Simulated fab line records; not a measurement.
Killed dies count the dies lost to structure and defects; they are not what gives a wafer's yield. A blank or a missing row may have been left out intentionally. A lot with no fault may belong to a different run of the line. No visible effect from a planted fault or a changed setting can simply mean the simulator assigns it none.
fab line records	flow n5Finfet
record: lots: 7	wafers: 39
route steps=1938 shown BEOL_M13@1696 PASSIVATION@1923
startH: hours from the record's first day to the start of the lot's first wafer shown	waitH: time in hours since the lot's previous step	" unchanged from the row above	L1.1+2: one row covering several wafers at once	- no value, or no start was given	* or withheld: withheld	< > ~ a bound
route shown NAME@n: names a module that has steps shown in the file, with the first one's number in the route	usual: the fault-free wafers' mean and standard deviation	same: alike in all rows	chamber/n: place in a boat	sites: readings site by site	_std_site: standard deviation across them	_edge_site: outer sites' mean less inner sites'	radiusMm: for every site, how far away it sits from the centre of the wafer	mask NAME#n: copy n	behind: the last tool/chamber to shape the wafer	hold: why the lot went on hold/how many hours it stayed there/how the hold came to an end	device: the n, p or np transistor that did not switch	end of line: the same wafers' tests at the end of the route	for a step that has no rows: nothing shown but its recipe	killed: not the wafer's yield, but the dies lost to structure and defects at the first sort	map: a wafer's dies, x killed, . not, _ none there
set.NAME: the setting as run; set.NAME@STEP: as run at that earlier step	model.NAME: the simulator's own value behind a step, which no gauge read
lots whose settings were changed on purpose; a table a step, a row a wafer
== steps ==
step: N5_BEOL_M13_TRENCH_ETCH_34
recipe: chemistry: C4F8/O2/Ar	target: SiOC	targetDepthA: 4134.7	maskMaterial: SOC	pressureMtorr: 30	sourceW: 3000	biasW: 700	Ar_flow_sccm: 400	C4F8_flow_sccm: 15	O2_flow_sccm: 8	heInnerTorr: 15	heOuterTorr: 30	timeS: 162.6	ionEnergyEv: 250
lot.wafer	tool	chamber	startH	waitH	set.targetDepthA	model.etch.depthNm
L076.1	rieDiel-02	1	285.08	0.0	4134.7	414.1
L076.2	"	2	"	"	4994	501.1
L076.3	"	3	"	"	4134.7	415.9
L076.4	"	0	"	"	4994	486.7
L076.5	"	2	"	"	4994	500.6
L076.6	"	1	"	"	4134.7	414.7
L079.1	rieDiel-06	0	294.21	0.0	4134.7	413.5
L079.2	"	3	"	"	5656	573.3
L079.3	"	2	"	"	5656	558.3
L079.4	"	1	"	"	5656	555.6
L079.5	"	1	"	"	4134.7	409.1
L079.6	"	2	"	"	4134.7	405.3
L078.1	rieDiel-02	0	301.12	0.0	4134.7	408.5
L078.2	"	2	"	"	4134.7	419.9
L078.5	"	3	"	"	4134.7	418.6
L084.1	rieDiel-02	3	327.48	0.0	4134.7	414.7
L084.2	"	2	"	"	2043	202.5
L084.3	"	1	"	"	2043	204.1
L084.4	"	0	"	"	2043	199.5
L084.5	"	3	"	"	4134.7	417.6
L084.6	"	2	"	"	4134.7	412.6
L091.1	rieDiel-01	0	360.71	0.0	2130	215.1
L091.2	"	3	"	"	2130	211.5
L091.3	"	2	"	"	4134.7	426.1
L091.4	"	1	"	"	4134.7	411.6
L091.5	"	2	"	"	4134.7	425.3
L091.6	"	3	"	"	2130	212.3
L089.1	rieDiel-01	1	361.75	0.0	4134.7	403.7
L089.2	"	3	"	"	3046	298.7
L089.3	"	2	"	"	4134.7	417.6
L089.4	"	0	"	"	3046	303.6
L089.5	"	2	"	"	3046	309
L089.6	"	1	"	"	4134.7	402.5
L095.1	rieDiel-02	1	401.76	0.0	4134.7	409.2
L095.2	"	3	"	"	4134.7	414
L095.3	"	0	"	"	4134.7	402.1
L095.4	"	0	"	"	4134.7	401.3
L095.5	"	3	"	"	4134.7	411.7
L095.6	"	1	"	"	4134.7	411.5
step: N5_BEOL_M13_STRIP_70
recipe: chemistry: C4F8/O2/Ar	resist: SiARC	rfFrequencyHz: 6e+07
step: N5_BEOL_M13_OCD_MEAS_35
usual: trenchDepthNm: 414/7.1
lot.wafer	tool	chamber	startH	waitH	set.targetDepthA@BEOL_M13_TRENCH_ETCH_34	trenchDepthNm
L076.1	ocd-01	-	285.26	0.0	4134.7	414
L076.2	"	-	"	"	4994	501
L076.3	"	-	"	"	4134.7	415
L076.4	"	-	"	"	4994	487
L076.5	"	-	"	"	4994	501
L076.6	"	-	"	"	4134.7	415
L079.1	ocd-01	-	294.38	0.0	4134.7	414
L079.2	"	-	"	"	5656	573
L079.3	"	-	"	"	5656	559
L079.4	"	-	"	"	5656	556
L079.5	"	-	"	"	4134.7	409
L079.6	"	-	"	"	4134.7	405
L078.1	ocd-02	-	301.29	0.0	4134.7	408
L078.2	"	-	"	"	4134.7	420
L078.5	"	-	"	"	4134.7	419
L084.1	ocd-01	-	327.65	0.0	4134.7	415
L084.2	"	-	"	"	2043	202
L084.3	"	-	"	"	2043	204
L084.4	"	-	"	"	2043	199
L084.5	"	-	"	"	4134.7	417
L084.6	"	-	"	"	4134.7	412
L091.1	ocd-02	-	360.88	0.0	2130	-
L091.2	"	-	"	"	2130	-
L091.3	"	-	"	"	4134.7	-
L091.4	"	-	"	"	4134.7	412
L091.5	"	-	"	"	4134.7	425
L091.6	"	-	"	"	2130	212
L089.1	ocd-02	-	361.92	0.0	4134.7	404
L089.2	"	-	"	"	3046	298
L089.3	"	-	"	"	4134.7	417
L089.4	"	-	"	"	3046	304
L089.5	"	-	"	"	3046	309
L089.6	"	-	"	"	4134.7	403
L095.1	ocd-01	-	401.93	0.0	4134.7	409
L095.2	"	-	"	"	4134.7	414
L095.3	"	-	"	"	4134.7	402
L095.4	"	-	"	"	4134.7	401
L095.5	"	-	"	"	4134.7	411
L095.6	"	-	"	"	4134.7	411
step: N5_BEOL_M13_STRIP_37
recipe: chemistry: N2/H2	powerW: 1000	tempC: 250	h2Frac: 0.65	overashFraction: 0.3	pressureMtorr: withheld	n2FlowSccm: 1750	h2FlowSccm: 3250
step: N5_BEOL_M13_ETCH_38
recipe: chemistry: CF4/N2	target: SiCN	targetDepthA: 675	taperDeg: 2	timeS: 71.9	ionEnergyEv: 150	maskMaterial: SiO2	pressureMtorr: 40	sourceW: 430	biasW: 70	Ar_flow_sccm: 100	cf4FlowSccm: 60	n2FlowSccm: 60
step: N5_BEOL_M13_ECD_47
recipe: material: Cu	targetThkA: 9360
step: N5_BEOL_M13_ANNEAL_48
recipe: tempC: 225	timeS: 90	ambient: N2
step: N5_BEOL_M13_CMP_49
recipe: stopOn: SiOC	tOverpolishS: 17.1	downForcePsi: 1	platenRpm: 50	clearingPlatenDownForcePsi: 1.5	clearingPlatenRpm: 50	postCmpClean: cuAlkaline	targetThkNm: 420	clearingPlatenPadVelocityMS: 0.99484	padVelocityMS: 0.99484
lot.wafer	tool	chamber	startH	waitH	set.targetDepthA@BEOL_M13_TRENCH_ETCH_34	model.Cu_of_BEOL_M13_ECD_47.thkNm
L076.3	cmp-03	3	298.77	0.2	4134.7	424.2
L076.4	"	0	"	"	4994	493.4
L076.2	"	1	"	"	4994	507.6
L076.1	"	2	"	"	4134.7	420.2
L076.5	"	3	"	"	4994	507.4
L076.6	"	0	"	"	4134.7	421.6
L079.4	cmp-03	2	302.16	0.1	5656	562.4
L079.3	"	3	"	"	5656	566.2
L079.1	"	0	"	"	4134.7	420.8
L079.2	"	1	"	"	5656	580.6
L079.6	"	2	"	"	4134.7	413
L079.5	"	3	"	"	4134.7	415.4
L078.1	cmp-04	0	306.41	0.3	4134.7	415.4
L078.2	"	3	"	"	4134.7	426.6
L078.5	"	0	"	"	4134.7	426.8
L084.2	cmp-04	2	330.82	0.2	2043	208.4
L084.4	"	3	"	"	2043	205
L084.1	"	0	"	"	4134.7	420.4
L084.3	"	1	"	"	2043	209.2
L084.6	"	2	"	"	4134.7	418.2
L084.5	"	3	"	"	4134.7	424
L091.2	cmp-02	1	364.85	0.2	2130	217.4
L091.4	"	2	"	"	4134.7	419.2
L091.1	"	3	"	"	2130	222.6
L091.3	"	0	"	"	4134.7	432.4
L091.6	"	1	"	"	2130	218.6
L091.5	"	2	"	"	4134.7	432.6
L089.3	cmp-04	2	365.33	0.2	4134.7	425.2
L089.4	"	3	"	"	3046	309.4
L089.2	"	0	"	"	3046	306.2
L089.1	"	1	"	"	4134.7	411.8
L089.6	"	2	"	"	4134.7	408
L089.5	"	3	"	"	3046	316.8
L095.2	cmp-04	3	405.28	0.2	4134.7	419.2
L095.3	"	0	"	"	4134.7	407.4
L095.4	"	1	"	"	4134.7	406.6
L095.1	"	2	"	"	4134.7	413.2
L095.5	"	3	"	"	4134.7	417.6
L095.6	"	0	"	"	4134.7	416.4
step: N5_BEOL_M13_THK_MEAS_50
recipe: thkMeasGauge: xrf	reads: Cu_of_BEOL_M13_ECD_47
usual: M13_THK: 412/8.2
lot.wafer	tool	chamber	startH	waitH	set.targetDepthA@BEOL_M13_TRENCH_ETCH_34	M13_THK[nm]
L076.1	filmMetro-02	-	299.07	-	4134.7	416
L076.2	"	-	"	"	4994	500
L076.3	"	-	"	"	4134.7	419
L076.4	"	-	"	"	4994	485
L076.5	"	-	"	"	4994	503
L076.6	"	-	"	"	4134.7	416
L079.1	filmMetro-01	-	302.45	-	4134.7	405
L079.2	"	-	"	"	5656	557
L079.3	"	-	"	"	5656	542
L079.4	"	-	"	"	5656	538
L079.5	"	-	"	"	4134.7	401
L079.6	"	-	"	"	4134.7	397
L078.1	filmMetro-02	-	306.71	-	4134.7	412
L078.2	"	-	"	"	4134.7	422
L078.5	"	-	"	"	4134.7	422
L084.1	filmMetro-01	-	331.11	-	4134.7	411
L084.2	"	-	"	"	2043	205
L084.3	"	-	"	"	2043	205
L084.4	"	-	"	"	2043	200
L084.5	"	-	"	"	4134.7	415
L084.6	"	-	"	"	4134.7	409
L091.1	filmMetro-02	-	365.14	-	2130	-
L091.2	"	-	"	"	2130	-
L091.3	"	-	"	"	4134.7	-
L091.4	"	-	"	"	4134.7	416
L091.5	"	-	"	"	4134.7	429
L091.6	"	-	"	"	2130	217
L089.1	filmMetro-02	-	365.63	-	4134.7	406
L089.2	"	-	"	"	3046	301
L089.3	"	-	"	"	4134.7	417
L089.4	"	-	"	"	3046	304
L089.5	"	-	"	"	3046	311
L089.6	"	-	"	"	4134.7	399
L095.1	filmMetro-02	-	405.57	-	4134.7	402
L095.2	"	-	"	"	4134.7	408
L095.3	"	-	"	"	4134.7	397
L095.4	"	-	"	"	4134.7	397
L095.5	"	-	"	"	4134.7	407
L095.6	"	-	"	"	4134.7	405
step: N5_BEOL_M13_PRE_CLEAN_52
recipe: gas: NH3	timeS: 15	tempC: withheld	rfPowerW: 300
step: N5_BEOL_M13_DEP_53
recipe: material: SiCN	targetThkA: 500	tempC: withheld	precursor: 3MS/NH3	pressureTorr: 3	rfW: 675	timeS: 17.8
step: N5_BEOL_M13_RS_MEAS_54
recipe: thkMeasGauge: four-point-probe	reads: Cu_of_BEOL_M13_ECD_47+Ta_of_BEOL_M13_SPUTTER_44+TaN_of_BEOL_M13_SPUTTER_43
usual: M13_RS: 0.0450/0.0008
lot.wafer	tool	chamber	startH	waitH	set.targetDepthA@BEOL_M13_TRENCH_ETCH_34	M13_RS[ohm/sq]
L076.1	filmMetro-01	-	299.22	0.1	4134.7	0.0449
L076.2	"	-	"	"	4994	0.0370
L076.3	"	-	"	"	4134.7	0.0445
L076.4	"	-	"	"	4994	0.0380
L076.5	"	-	"	"	4994	0.0370
L076.6	"	-	"	"	4134.7	0.0449
L079.1	filmMetro-01	-	302.61	0.1	4134.7	0.0449
L079.2	"	-	"	"	5656	0.0323
L079.3	"	-	"	"	5656	0.0331
L079.4	"	-	"	"	5656	0.0333
L079.5	"	-	"	"	4134.7	0.0455
L079.6	"	-	"	"	4134.7	0.0458
L078.1	filmMetro-01	-	306.84	0.0	4134.7	0.0454
L078.2	"	-	"	"	4134.7	0.0443
L078.5	"	-	"	"	4134.7	0.0442
L084.1	filmMetro-01	-	331.24	0.0	4134.7	0.0450
L084.2	"	-	"	"	2043	0.0938
L084.3	"	-	"	"	2043	0.0935
L084.4	"	-	"	"	2043	0.0956
L084.5	"	-	"	"	4134.7	0.0446
L084.6	"	-	"	"	4134.7	0.0453
L091.1	filmMetro-01	-	365.30	0.1	2130	-
L091.2	"	-	"	"	2130	-
L091.3	"	-	"	"	4134.7	-
L091.4	"	-	"	"	4134.7	0.0451
L091.5	"	-	"	"	4134.7	0.0437
L091.6	"	-	"	"	2130	0.0891
L089.1	filmMetro-02	-	365.75	0.0	4134.7	0.0458
L089.2	"	-	"	"	3046	0.0625
L089.3	"	-	"	"	4134.7	0.0445
L089.4	"	-	"	"	3046	0.0617
L089.5	"	-	"	"	3046	0.0601
L089.6	"	-	"	"	4134.7	0.0464
L095.1	filmMetro-02	-	405.73	0.1	4134.7	0.0457
L095.2	"	-	"	"	4134.7	0.0450
L095.3	"	-	"	"	4134.7	0.0463
L095.4	"	-	"	"	4134.7	0.0464
L095.5	"	-	"	"	4134.7	0.0451
L095.6	"	-	"	"	4134.7	0.0453
step: N5_PASSIVATION_DEVELOP_43
recipe: developTimeS: 60	rinseLiquid: diw	dry: airSpin	devTempC: 21
lot.wafer	tool	chamber	startH	waitH	set.developTimeS
L076.1+2+3	lithoTrack-01	0	-	-	60
L076.4+5+6	"	0	"	"	91.54
L079.1+2+5	lithoTrack-05	0	-	-	60
L079.3+4+6	"	0	"	"	71.87
L078.1+2+5	lithoTrack-04	0	-	-	60
L084.1+2+3+4+5+6	lithoTrack-01	0	-	-	60
L091.1+2+4	lithoTrack-05	0	-	-	49.05
L091.3+5+6	"	0	"	"	60
L089.1+2+5	lithoTrack-04	0	-	-	60
L089.3+4+6	"	0	"	"	24.13
L095.1+2+4	lithoTrack-04	0	-	-	60
L095.3+5+6	"	0	"	"	80.22
step: N5_PASSIVATION_HARDBAKE_45
recipe: tempC: 130	timeS: 120
step: N5_PASSIVATION_CD_MEAS_44
recipe: targetCdNm: 40000	landingEnergyEv: 500	detector: seInlens
usual: cdNm: 40000/3.4
lot.wafer	tool	chamber	startH	waitH	set.developTimeS@PASSIVATION_DEVELOP_43	cdNm
L076.1	cdSem-01	0	327.63	-	60	39999
L076.2	"	0	"	"	60	39996
L076.3	"	0	"	"	60	39997
L076.4	"	0	"	"	91.54	40014
L076.5	"	0	"	"	91.54	40014
L076.6	"	0	"	"	91.54	40013
L079.1	cdSem-02	0	332.99	-	60	40000
L079.2	"	0	"	"	60	40002
L079.3	"	0	"	"	71.87	40009
L079.4	"	0	"	"	71.87	40005
L079.5	"	0	"	"	60	39999
L079.6	"	0	"	"	71.87	40009
L078.1	cdSem-02	0	335.56	-	60	39996
L078.2	"	0	"	"	60	39998
L078.5	"	0	"	"	60	40003
L084.1	cdSem-01	0	360.57	-	60	40002
L084.2	"	0	"	"	60	39998
L084.3	"	0	"	"	60	40001
L084.4	"	0	"	"	60	40005
L084.5	"	0	"	"	60	40003
L084.6	"	0	"	"	60	40001
L091.1	cdSem-01	0	387.90	-	49.05	-
L091.2	"	0	"	"	49.05	-
L091.3	"	0	"	"	60	-
L091.4	"	0	"	"	49.05	39987
L091.5	"	0	"	"	60	40002
L091.6	"	0	"	"	60	39997
L089.1	cdSem-01	0	392.16	-	60	39998
L089.2	"	0	"	"	60	39995
L089.3	"	0	"	"	24.13	39958
L089.4	"	0	"	"	24.13	39965
L089.5	"	0	"	"	60	40000
L089.6	"	0	"	"	24.13	39959
L095.1	cdSem-01	0	429.52	-	60	40007
L095.2	"	0	"	"	60	40013
L095.3	"	0	"	"	80.22	40015
L095.4	"	0	"	"	60	40011
L095.5	"	0	"	"	80.22	40012
L095.6	"	0	"	"	80.22	40016
== key ==
split: step: N5_BEOL_M13_TRENCH_ETCH_34	setting: targetDepthA	stated: 4134.7	by: wafer
response: step: N5_BEOL_M13_TRENCH_ETCH_34	reading: model.etch.depthNm	change: +4.19	per: 1%	r: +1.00
response: step: N5_BEOL_M13_OCD_MEAS_35	reading: trenchDepthNm	change: +4.16	per: 1%	r: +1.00
response: step: N5_BEOL_M13_CMP_49	reading: model.Cu_of_BEOL_M13_ECD_47.thkNm	change: +4.19	per: 1%	r: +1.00
response: step: N5_BEOL_M13_THK_MEAS_50	reading: M13_THK	change: +4.05	per: 1%	r: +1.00
response: step: N5_BEOL_M13_RS_MEAS_54	reading: M13_RS	change: -0.000739	per: 1%	r: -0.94
split: step: N5_PASSIVATION_DEVELOP_43	setting: developTimeS	stated: 60	by: wafer
response: step: N5_PASSIVATION_CD_MEAS_44	reading: cdNm	change: +0.429	per: 1%	r: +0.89
